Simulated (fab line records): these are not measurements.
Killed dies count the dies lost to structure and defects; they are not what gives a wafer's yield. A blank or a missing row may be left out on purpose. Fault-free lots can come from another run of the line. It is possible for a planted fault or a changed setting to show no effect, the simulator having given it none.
Split-lot experiment || flow n5 finfet || on a route of 1938 steps: 7 lots, 21 wafers read

== SPLIT DETAILS ==
At N5_BEOL_M5_VIA_ETCH_34 (etches SiCOH lowk in C4F6/O2, target depth 88.3 nm, time 39.2 s), the setting bias w was moved away from the recipe's 185 W on 8 of the 21 wafers read, by -8.2% to +11.1%. All remaining wafers had this setting at the recipe value.

The reading is taken at the split's own step.

== THE READING ==
rf vpp V, in V, at N5_BEOL_M5_VIA_ETCH_34 (etches SiCOH lowk in C4F6/O2, target depth 88.3 nm, time 39.2 s). On this fab line, fault-free wafers typically give 666 V with a standard deviation of 4.3 V.

{"wafer": "L075.1", "tool, chamber at the split": "rie diel-04, 2", "bias w as run, W": 196.2, "against the recipe": "+6.1%", "rf vpp V, V": 697, "against lot-mates on the recipe": "+28"}
{"wafer": "L075.4", "tool, chamber at the split": "rie diel-04, 0", "bias w as run, W": 185, "against the recipe": "recipe", "rf vpp V, V": 669, "against lot-mates on the recipe": "-"}
{"wafer": "L075.6", "tool, chamber at the split": "rie diel-04, 2", "bias w as run, W": 196.2, "against the recipe": "+6.1%", "rf vpp V, V": 695, "against lot-mates on the recipe": "+26"}
{"wafer": "L079.1", "tool, chamber at the split": "rie diel-05, 1", "bias w as run, W": 169.8, "against the recipe": "-8.2%", "rf vpp V, V": 618, "against lot-mates on the recipe": -45}
{"wafer": "L079.2", "tool, chamber at the split": "rie diel-05, 0", "bias w as run, W": 169.8, "against the recipe": "-8.2%", "rf vpp V, V": 620, "against lot-mates on the recipe": -43}
{"wafer": "L079.5", "tool, chamber at the split": "rie diel-05, 1", "bias w as run, W": 185, "against the recipe": "recipe", "rf vpp V, V": 663, "against lot-mates on the recipe": "-"}
{"wafer": "L084.3", "tool, chamber at the split": "rie diel-04, 1", "bias w as run, W": 185, "against the recipe": "recipe", "rf vpp V, V": 667, "against lot-mates on the recipe": "-"}
{"wafer": "L084.4", "tool, chamber at the split": "rie diel-04, 2", "bias w as run, W": 185, "against the recipe": "recipe", "rf vpp V, V": 663, "against lot-mates on the recipe": "-"}
{"wafer": "L084.6", "tool, chamber at the split": "rie diel-04, 3", "bias w as run, W": 205.6, "against the recipe": "+11.1%", "rf vpp V, V": 716, "against lot-mates on the recipe": "+51"}
{"wafer": "L085.2", "tool, chamber at the split": "rie diel-05, 0", "bias w as run, W": 169.8, "against the recipe": "-8.2%", "rf vpp V, V": 618, "against lot-mates on the recipe": -48}
{"wafer": "L085.5", "tool, chamber at the split": "rie diel-05, 1", "bias w as run, W": 185, "against the recipe": "recipe", "rf vpp V, V": 661, "against lot-mates on the recipe": "-"}
{"wafer": "L085.6", "tool, chamber at the split": "rie diel-05, 2", "bias w as run, W": 185, "against the recipe": "recipe", "rf vpp V, V": 671, "against lot-mates on the recipe": "-"}
{"wafer": "L086.2", "tool, chamber at the split": "rie diel-04, 2", "bias w as run, W": 185, "against the recipe": "recipe", "rf vpp V, V": 663, "against lot-mates on the recipe": "-"}
{"wafer": "L086.3", "tool, chamber at the split": "rie diel-04, 0", "bias w as run, W": 185, "against the recipe": "recipe", "rf vpp V, V": 669, "against lot-mates on the recipe": "-"}
{"wafer": "L086.5", "tool, chamber at the split": "rie diel-04, 1", "bias w as run, W": 185, "against the recipe": "recipe", "rf vpp V, V": 666, "against lot-mates on the recipe": "-"}
{"wafer": "L088.2", "tool, chamber at the split": "rie diel-05, 2", "bias w as run, W": 196.7, "against the recipe": "+6.3%", "rf vpp V, V": 705, "against lot-mates on the recipe": "+42"}
{"wafer": "L088.3", "tool, chamber at the split": "rie diel-05, 3", "bias w as run, W": 196.7, "against the recipe": "+6.3%", "rf vpp V, V": 704, "against lot-mates on the recipe": "+41"}
{"wafer": "L088.4", "tool, chamber at the split": "rie diel-05, 0", "bias w as run, W": 185, "against the recipe": "recipe", "rf vpp V, V": 663, "against lot-mates on the recipe": "-"}
{"wafer": "L090.2", "tool, chamber at the split": "rie diel-04, 2", "bias w as run, W": 185, "against the recipe": "recipe", "rf vpp V, V": 664, "against lot-mates on the recipe": "-"}
{"wafer": "L090.4", "tool, chamber at the split": "rie diel-04, 2", "bias w as run, W": 185, "against the recipe": "recipe", "rf vpp V, V": 665, "against lot-mates on the recipe": "-"}
{"wafer": "L090.6", "tool, chamber at the split": "rie diel-04, 1", "bias w as run, W": 185, "against the recipe": "recipe", "rf vpp V, V": 667, "against lot-mates on the recipe": "-"}

FIT RESULTS
A straight line over all 21 wafers: rf vpp V changes by +5.39 V for each +1% of bias w; r = +0.99; the points scatter about the line by 3.8 V.
The same after taking each lot's own level away (the mean of its wafers on the recipe; 21 wafers): +5.3 V for each +1%; r = +0.99; scatter 4.3 V.
According to that fit, moving bias w by its largest amount changes the reading by 59 V.
The lots' own levels span 663.0 to 669.0 V, that is 1.4 times the standard deviation above.
So the lot-to-lot level changes the slope little: the two slopes agree.
Check: for one of the wafers moved furthest among these (+11.1%), held out of the fit, the line's prediction against its lot-mates is +61.6 V. It came out at +51 V against them.
Tool readings at the split's step, against how far the setting was moved: rf vpp V r = +0.99.

== THE FILE'S OWN FIT ==
rf vpp V changes by +5.18 V for each +1% of bias w, r = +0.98.
